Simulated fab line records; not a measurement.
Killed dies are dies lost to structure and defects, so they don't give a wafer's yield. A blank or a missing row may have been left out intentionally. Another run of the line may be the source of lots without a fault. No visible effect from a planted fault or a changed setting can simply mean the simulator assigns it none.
Which tool did it?    flow n5 finfet    Sampling: 10 lots, 29 wafers, 4 of 1938 route steps

## WHAT EACH GAUGE READ, for each wafer
N5_BEOL_M15_INSPECT_12: inspects for defects (macro). Usual: 2.0 for raw defect count, sd 1.5.
lot   measured      on                 raw defect count  flag
L463  day 11 06:14  defect inspect-02  1 5 1             
L465  day 11 20:01  defect inspect-02  0 3 3             
L466  day 11 21:07  defect inspect-01  1 3 1             
L467  day 12 01:41  defect inspect-02  6 1 3             
L470  day 13 03:51  defect inspect-02  0 2               
L483  day 16 07:01  defect inspect-01  0 3 0             
L481  day 16 10:00  defect inspect-02  2 4 4             
L484  day 17 00:58  defect inspect-02  1 2 2             
L485  day 17 07:55  defect inspect-01  0 1 3             
L486  day 17 11:39  defect inspect-01  2 2 6             

N5_PASSIVATION_CD_MEAS_30: target cd 4000 nm. Usual: 3998.8 nm for cd nm, sd 1.8.
lot   measured      on         cd nm (nm)            flag
L463  day 12 05:02  cd sem-02  3999.0 4001.1 4000.9  
L465  day 12 09:55  cd sem-01  3997.3 3997.9 4000.7  
L466  day 12 15:59  cd sem-03  4000.7 3999.3 3997.8  
L467  day 12 16:09  cd sem-01  3996.6 3980.2 3999.2  OFF
L470  day 13 20:41  cd sem-01  3993.6 3980.3         OFF
L483  day 17 01:39  cd sem-03  3997.5 3995.4 3995.4  
L481  day 17 02:36  cd sem-01  3997.3 3998.0 3998.6  
L484  day 17 16:09  cd sem-02  3998.6 4000.5 4001.8  
L485  day 17 23:29  cd sem-02  3998.9 3998.7 4001.9  
L486  day 18 23:30  cd sem-01  3999.0 3997.9 3999.7  

## TOOL THAT RAN EACH LOT (tool first, then ch and the chambers of the sampled wafers, then the start)
lot   N5_BEOL_M14_CMP_49             N5_PASSIVATION_PEB_28
L463  cmp-02 ch 0,1,3, day 11 05:03  litho track-04 ch 0, day 12 04:55
L465  cmp-01 ch 0,1,3, day 11 18:49  litho track-01 ch 0, day 12 09:48
L466  cmp-01 ch 0,1,2, day 11 20:06  litho track-01 ch 0, day 12 15:52
L467  cmp-01 ch 0,1,3, day 12 00:35  litho track-01 ch 0, day 12 16:02
L470  cmp-03 ch 2,3, day 13 02:45    litho track-01 ch 0, day 13 20:34
L483  cmp-03 ch 0,3, day 16 05:55    litho track-01 ch 0, day 17 01:32
L481  cmp-03 ch 1,2,3, day 16 08:44  litho track-01 ch 0, day 17 02:29
L484  cmp-02 ch 0,1,2, day 16 23:47  litho track-01 ch 0, day 17 16:02
L485  cmp-02 ch 0,1,3, day 17 06:51  litho track-04 ch 0, day 17 23:23
L486  cmp-01 ch 0,2,3, day 17 10:19  litho track-01 ch 0, day 18 23:23
- N5_BEOL_M14_CMP_49: polishes, stops on SiO2, t overpolish 5.2 s, target thk 560 nm.
- N5_PASSIVATION_PEB_28

## AS READ BY THE TOOLS THEMSELVES (means over the sampled wafers that have a number; for cases with no such wafer, the mark the record gives instead)
N5_BEOL_M14_CMP_49. Usual: barrier field endpoint s 11.3 s, standard deviation 0.32; clearing platen down force psi 2.000 psi, standard deviation 0.0037; clearing platen rpm 80.00 rpm, standard deviation 0.042; motor current A 7.8 A, standard deviation 0.64; overpolish run s 5.200 s, standard deviation 0.0094; time to endpoint s 121 s, standard deviation 4.8.
lot   tool    barrier field endpoint s (s)  clearing platen down force psi (psi)  clearing platen rpm (rpm)  motor current A (A)  overpolish run s (s)  time to endpoint s (s)  flag
L463  cmp-02  11.3                          2.001                                 80.02                      7.7                  5.198                 118                     
L465  cmp-01  11.1                          2.004                                 80.02                      7.7                  5.199                 118                     
L466  cmp-01  11.5                          2.002                                 79.97                      7.6                  5.195                 119                     
L467  cmp-01  11.0                          1.997                                 79.97                      7.6                  5.194                 119                     
L470  cmp-03  11.3                          1.999                                 79.97                      8.6                  5.212                 124                     
L483  cmp-03  11.1                          2.000                                 79.99                      7.8                  5.204                 122                     
L481  cmp-03  11.3                          2.002                                 80.05                      8.6                  5.203                 122                     
L484  cmp-02  11.0                          1.997                                 79.93                      7.4                  5.199                 117                     
L485  cmp-02  11.0                          2.004                                 80.02                      7.7                  5.205                 116                     
L486  cmp-01  11.5                          2.000                                 80.05                      7.7                  5.202                 125                     

N5_PASSIVATION_PEB_28. Usual: 45.1 Pa for exhaust pa, sd 0.95.
lot   tool            exhaust pa (Pa)  flag
L463  litho track-04  45.3             
L465  litho track-01  44.8             
L466  litho track-01  44.8             
L467  litho track-01  46.6             
L470  litho track-01  46.7             
L483  litho track-01  45.9             
L481  litho track-01  44.6             
L484  litho track-01  44.5             
L485  litho track-04  46.5             
L486  litho track-01  43.7             

## THE ANSWER, worked out from the rows above alone
Rule: lot off if the mean of its wafers having a number is beyond 3 standard deviations from the usual mean. Also off: a lot with no number at a reading for which 4 or more lots have one. All remaining lots with rows at the step are treated as sound. First the gauges in route order, then the tools' own readings, where a lot's mean is used as printed above. The first step at which some lot is off is used, and at that step the reading that is off furthest; a lot without a number counts as furthest.
Off at N5_PASSIVATION_CD_MEAS_30 (cd nm): L467, L470.
A tool fits if, at a process step before that reading, it ran every lot that is off, and no sound lot after the first of them. Gauges at N5_PASSIVATION_CD_MEAS_30: tried the same way as those tools. None of those tried fits.

## WHAT THE SIMULATOR PUT IN
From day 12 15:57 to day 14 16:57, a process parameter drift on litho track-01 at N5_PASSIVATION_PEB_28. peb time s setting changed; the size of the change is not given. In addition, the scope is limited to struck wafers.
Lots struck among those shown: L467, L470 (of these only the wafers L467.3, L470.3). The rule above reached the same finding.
